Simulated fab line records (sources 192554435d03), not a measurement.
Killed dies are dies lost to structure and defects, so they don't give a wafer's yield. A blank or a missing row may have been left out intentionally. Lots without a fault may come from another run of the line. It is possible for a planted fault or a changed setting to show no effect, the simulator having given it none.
A lot that was struck, set against a sound lot ; flow n5Finfet ; 15 steps out of a route of 1938
Sound: these wafers, L182.1, L182.2, L182.5. Wafers struck: L192.2, L192.3, L192.5. The cause is given at the end.
Per side, at each step with rows, come the tool, then ch with its chambers, and then its first start. Under that, the readings that differ: sound wafers ; struck wafers ; difference of the means ; sigmas: that difference in standard deviations of wafers without a fault.
alike: readings whose means differ by less than 2 such deviations, and words and numbers that are the same on both sides. not compared: withheld readings, readings that some wafer has no value for, bounds like >300 that may hide the same value, and numbers for which the record gives no deviation and whose values overlap.
The two part at a step that has a row with sigmas, a row that says differs or no value, or rows on one side only. Numbers that have no deviation but don't overlap get no sigmas and don't part them. A reading that every wafer of one side lacks parts them only if that side has two wafers or more.

N5_BEOL_M7_OVL_MEAS_29:
  sound on overlay-02 ch 0, day 9 11:10; struck on overlay-02 ch 0, day 12 01:04
  alike: V6_OVL
N5_BEOL_M7_INSPECT_30: inspects for defects (brightfield).
  sound on defectInspect-01, day 9 11:13; struck on defectInspect-01, day 12 01:07
  alike: rawDefectCount
N5_BEOL_M7_DESCUM_33: chemistry O2, time 7 s.
  sound on rieDiel-03 ch 0,1,3, day 9 12:16; struck on rieDiel-03 ch 0,1,3, day 12 01:09
  alike: drypumpMotorCurrentA, oesProductAu, rfVppV, showerheadPlenumPTorr, tempC, throttleValvePct
  not compared: rfHoursCounterH
then, 1 step without rows for these wafers: N5_BEOL_M7_ETCH_72 (etches underlayer in N2/H2, target depth 6.5 nm, time 5.2 s).
N5_BEOL_M7_ETCH_65: etches SiARC in CF4, target depth 15.6 nm, time 26 s.
  sound on rieDiel-03 ch 0,1,3, day 9 12:19; struck on rieDiel-03 ch 0,1,3, day 12 01:12
  alike: drypumpMotorCurrentA, etchRfOnTimeS, oesProductAu, rfFwdPowerW, rfVppV, showerheadPlenumPTorr, throttleValvePct
  not compared: rfHoursCounterH
N5_BEOL_M7_ETCH_66: etches SOC in N2/H2, target depth 80 nm, overetch 16 nm, time 120 s.
  sound on rieDiel-03 ch 0,1,3, day 9 12:20; struck on rieDiel-03 ch 0,1,3, day 12 01:14
  alike: drypumpMotorCurrentA, oesProductAu, rfFwdPowerW, rfVppV, showerheadPlenumPTorr, tempC, throttleValvePct
  not compared: rfHoursCounterH
then, 2 steps without rows for these wafers: N5_BEOL_M7_STRIP_69 (strips in N2/H2); N5_BEOL_M7_STRIP_73 (strips in N2/H2).
N5_BEOL_M7_VIA_ETCH_34: etches SiCOH lowk in C4F6/O2, target depth 125.5 nm, time 50.5 s.
  sound on rieDiel-03 ch 0,1,3, day 9 12:26; struck on rieDiel-03 ch 0,1,3, day 12 01:20
  alike: drypumpMotorCurrentA, oesProductAu, rfFwdPowerW, rfVppV, showerheadPlenumPTorr, throttleValvePct
  not compared: rfHoursCounterH
then, 1 step without rows for these wafers: N5_BEOL_M7_STRIP_76 (strips in C4F6/O2).
N5_BEOL_M7_STRIP_36: strips in N2/H2.
  sound on rieDiel-03 ch 0,1,3, day 9 12:29; struck on rieDiel-03 ch 0,1,3, day 12 01:23
  alike: drypumpMotorCurrentA, oesProductAu, rfVppV, showerheadPlenumPTorr, tempC, throttleValvePct
  not compared: rfHoursCounterH
then, 1 step without rows for these wafers: N5_BEOL_M7_TRENCH_ETCH_37 (etches SiCOH lowk in C4F6/O2, target depth 93.478 nm, time 31.2 s).
N5_BEOL_M7_ETCH_41: etches SiCN in CH3F/O2, target depth 31.9 nm, time 57.8 s.
  sound on rieDiel-03 ch 0,1,3, day 9 12:34; struck on rieDiel-03 ch 0,1,3, day 12 01:27
reading;sound;struck;difference;sigmas
rfFwdPowerW (W);390.2 390.7 391.2;488.6 485.0 485.0;+95.5;+68
rfVppV (V);297.1 298.6 300.3;279.5 276.7 277.3;-20.8;-15
model.etch.depthNm (nm);21.42 22.67 21.53;23.4 23.11 24.8;+1.9;
  alike: drypumpMotorCurrentA, oesProductAu, showerheadPlenumPTorr, throttleValvePct
  not compared: rfHoursCounterH
then, 1 step without rows for these wafers: N5_BEOL_M7_STRIP_80 (strips in N2/H2, time 10 s).
-- here the record skips 3 days between the struck wafers' starts before and after, leaving off in module BEOL_M7 and picking up in module PASSIVATION (first step shown: number 1936 of the route) --
N5_PASSIVATION_PROBE_49:
  sound on prober-02, day 12 13:43; struck on prober-01, day 15 07:43
reading;sound;struck;difference;sigmas
killed_at_M4_up;9 6 10;25;+17;+4
killedAtContacts;35 20 28;9;-19;-3
  alike: defectLimitedYield, killed_at_M0_to_M3, killedAtFrontEnd, killedAtOther, killedDies, killedOpen, killedShort, sort_bin_4_leakage, sort_bin_5_function, sort_bin_6_memory, sort_bin_8_speed, sortNPass

== WHERE THEY PART ==
At N5_BEOL_M7_ETCH_41 first; at N5_PASSIVATION_PROBE_49 last (within this record only).

WHY: what had been put in by the simulator
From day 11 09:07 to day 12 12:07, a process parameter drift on rieDiel-03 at N5_BEOL_M7_ETCH_41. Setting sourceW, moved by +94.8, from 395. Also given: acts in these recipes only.
